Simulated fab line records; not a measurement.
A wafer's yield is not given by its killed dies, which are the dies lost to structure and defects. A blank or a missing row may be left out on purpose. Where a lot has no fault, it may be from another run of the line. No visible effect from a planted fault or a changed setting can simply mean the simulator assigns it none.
Matching of chambers ; flow n5 finfet ; N5_FIN_SAQP_MANDREL_ETCH_58 on rie si-02 has 4 sister chambers
The step etches a-Si in HBr/Cl2, stops on SiNx, target depth 45 nm, bt time 10 s, time 27 s. 8 wafers are shown with their chamber, then 8 later ones without.

== WAFERS PAIRED WITH THEIR CHAMBERS ==
wafer;chamber;throttle valve pct (%);oes product au (a.u.)
L078.3;3;35.1;0.700
L080.2;2;35.8;0.688
L084.5;1;35.1;0.681
L084.6;0;36.2;0.717
L085.1;3;35.1;0.701
L085.2;2;35.7;0.692
L085.5;0;36.2;0.712
L088.2;1;35.2;0.673

== WAFERS WHOSE CHAMBER IS MISSING ==
wafer;throttle valve pct (%);oes product au (a.u.)
L088.5;35.1;0.707
L088.6;35.7;0.699
L090.1;35.1;0.678
L090.2;35.1;0.684
L090.3;35.8;0.695
L091.2;35.2;0.678
L091.4;35.8;0.701
L091.5;36.3;0.703

== THE CHAMBER EACH PASSED THROUGH ==
wafer;from the rows above;in truth
L088.5;3;3
L088.6;2;2
L090.1;1;1
L090.2;1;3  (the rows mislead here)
L090.3;2;2
L091.2;1;1
L091.4;2;2
L091.5;0;0
Placed correctly: 7 of 8. Not placeable from these rows: 0. Wrongly placed: 1.
How it was worked out, from the rows above alone: a wafer's distance from a chamber is the root of the sum, over the readings, of the square of ((its reading less the chamber's mean) divided by the reading's scatter). The wafer belongs to the nearest chamber; if the next one is less than 2 further off, it can't be placed. Each chamber's mean is taken over the wafers shown for it. The scatter: the root of (the sum of the squares of (reading less its chamber's mean) over the shown wafers, divided by (wafers less chambers)).
